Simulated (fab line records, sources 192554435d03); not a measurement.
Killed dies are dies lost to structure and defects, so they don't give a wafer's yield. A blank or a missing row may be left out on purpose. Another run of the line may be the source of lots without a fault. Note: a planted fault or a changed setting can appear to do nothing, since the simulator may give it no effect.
Which tool did it? + flow n5-finfet + 72 wafers sampled from 24 lots at 1 step of a route of 1938

## WHAT EACH GAUGE READ, for each wafer
N5_MOL_CONTACT_COAG_INSPECT_97: inspects for defects (darkfield).
| lot  | measured     | on                | raw-defect-count |
|------|--------------|-------------------|------------------|
| L074 | day 5 12:05  | defect-inspect-01 | 56 51 52         |
| L075 | day 5 17:47  | defect-inspect-01 | 33 23 43         |
| L076 | day 6 00:43  | defect-inspect-01 | 43 49 61         |
| L077 | day 6 03:43  | defect-inspect-01 | 52 23 42         |
| L078 | day 6 06:43  | defect-inspect-02 | 9 29 17          |
| L079 | day 6 16:00  | defect-inspect-01 | 34 51 42         |
| L080 | day 6 19:53  | defect-inspect-01 | 41 36 29         |
| L081 | day 7 07:07  | defect-inspect-02 | 59 40 82         |
| L082 | day 7 12:55  | defect-inspect-02 | 18 29 25         |
| L083 | day 7 20:58  | defect-inspect-02 | 31 49 39         |
| L084 | day 7 23:58  | defect-inspect-01 | 36 97 38         |
| L085 | day 8 04:25  | defect-inspect-01 | 46 39 35         |
| L086 | day 8 12:19  | defect-inspect-02 | 29 65 60         |
| L087 | day 8 15:29  | defect-inspect-01 | 42 53 27         |
| L088 | day 8 19:54  | defect-inspect-02 | 35 55 52         |
| L089 | day 9 08:57  | defect-inspect-01 | 51 30 31         |
| L090 | day 9 11:57  | defect-inspect-01 | 27 17 60         |
| L091 | day 9 14:58  | defect-inspect-02 | 58 41 59         |
| L092 | day 9 23:14  | defect-inspect-02 | 46 72 90         |
| L093 | day 10 06:10 | defect-inspect-02 | 31 33 58         |
| L094 | day 10 09:10 | defect-inspect-02 | 61 41 50         |
| L095 | day 10 12:33 | defect-inspect-02 | 49 36 34         |
| L096 | day 10 22:58 | defect-inspect-02 | 28 58 30         |
| L097 | day 11 02:04 | defect-inspect-01 | 49 55 55         |

## WHICH TOOL RAN EACH LOT (tool, then ch and the chambers of the sampled wafers, then the start)
The record holds no process step before these readings.

## WHAT THE TOOLS THEMSELVES READ (means of the sampled wafers that have a number; where no wafer has one, the mark that the record gives instead)
The record holds no such reading with a usual standard deviation.

## THE ANSWER, worked out from the rows above alone
Rule: the lots themselves supply what counts as usual. The widest of any qualifying gaps counts: lots, ordered by their means at a reading, are off when they make up no more than a third of the lots, leave a main group of 4 or more, and stand apart from it by 3 or more times the standard deviation of that group's means. Not used: any main group whose means are identical at the precision the tables above print for the reading. Also off: a lot with no number at a reading for which 4 or more lots have one. Any other lot the step has rows for is counted as sound. After the gauges, taken in route order, come the tools' own readings; for these a lot's mean is taken, as printed above. The first step at which some lot is off is used, and at that step the reading that is off furthest; a lot without a number counts as furthest.
No lot is off on any of the readings shown, so nothing can be concluded from this.

## WHAT THE SIMULATOR HAD PUT IN
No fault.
